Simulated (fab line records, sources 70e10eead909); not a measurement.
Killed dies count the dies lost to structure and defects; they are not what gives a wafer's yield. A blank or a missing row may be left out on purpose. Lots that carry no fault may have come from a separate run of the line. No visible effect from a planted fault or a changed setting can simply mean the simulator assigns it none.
Chamber matching | flow nand_harc | pecvd-04 running NHARC_P_M0_PRE_CLEAN_31: 3 sister chambers
The step time 12 s. 30 wafers are shown with their chamber, then 12 later ones without.

== WAFERS, EACH WITH ITS CHAMBER ==
wafer  | chamber | heater_power_w (W)
L075.3 | 2       | 582
L075.4 | 1       | 587
L075.5 | 2       | 578
L077.3 | 0       | 549
L077.5 | 2       | 538
L077.6 | 1       | 581
L079.2 | 0       | 551
L079.3 | 1       | 574
L079.4 | 1       | 589
L081.4 | 0       | 592
L081.5 | 1       | 619
L081.6 | 2       | 629
L084.1 | 1       | 619
L084.3 | 2       | 639
L084.6 | 0       | 509
L085.3 | 1       | 663
L085.4 | 2       | 591
L085.6 | 0       | 506
L089.1 | 0       | 592
L089.2 | 1       | 604
L089.5 | 2       | 632
L090.1 | 0       | 604
L090.3 | 2       | 634
L090.6 | 2       | 649
L094.1 | 2       | 542
L094.4 | 0       | 587
L094.6 | 2       | 541
L093.4 | 0       | 615
L093.5 | 2       | 624
L093.6 | 1       | 628

SIGNATURES, as means of the wafers listed above
reading        | chamber 0 | chamber 1 | chamber 2 | scatter within a chamber
heater_power_w | 567.22    | 607.11    | 598.25    | 37.7
Rule: a wafer lies at a distance from a chamber equal to the root of the sum of squares, over the readings, of (its reading less the chamber's mean, divided by the reading's scatter). The wafer belongs to the nearest chamber; if the next one is less than 2 further off, it can't be placed. The scatter: the root of (the sum of the squares of (reading less its chamber's mean) over the shown wafers, divided by (wafers less chambers)).

== WAFERS WHOSE CHAMBER IS MISSING ==
wafer  | heater_power_w (W)
L092.2 | 609
L092.3 | 596
L092.5 | 601
L095.1 | 630
L095.2 | 533
L095.4 | 525
L096.3 | 602
L096.5 | 621
L096.6 | 611
L097.1 | 563
L097.2 | 516
L097.6 | 602

== WHICH CHAMBER EACH WENT THROUGH ==
wafer  | from the rows above          | in truth
L092.2 | can't be placed: 1 or 2 or 0 | 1
L092.3 | can't be placed: 2 or 1 or 0 | 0
L092.5 | can't be placed: 2 or 1 or 0 | 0
L095.1 | can't be placed: 1 or 2 or 0 | 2
L095.2 | can't be placed: 0 or 2 or 1 | 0
L095.4 | can't be placed: 0 or 2 or 1 | 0
L096.3 | can't be placed: 2 or 1 or 0 | 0
L096.5 | can't be placed: 1 or 2 or 0 | 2
L096.6 | can't be placed: 1 or 2 or 0 | 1
L097.1 | can't be placed: 0 or 2 or 1 | 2
L097.2 | can't be placed: 0 or 2 or 1 | 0
L097.6 | can't be placed: 2 or 1 or 0 | 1
Placed correctly: 0 of 12. Cannot be placed on the basis of these rows: 12; the candidates contain the true chamber in 12. Wrongly placed: 0.
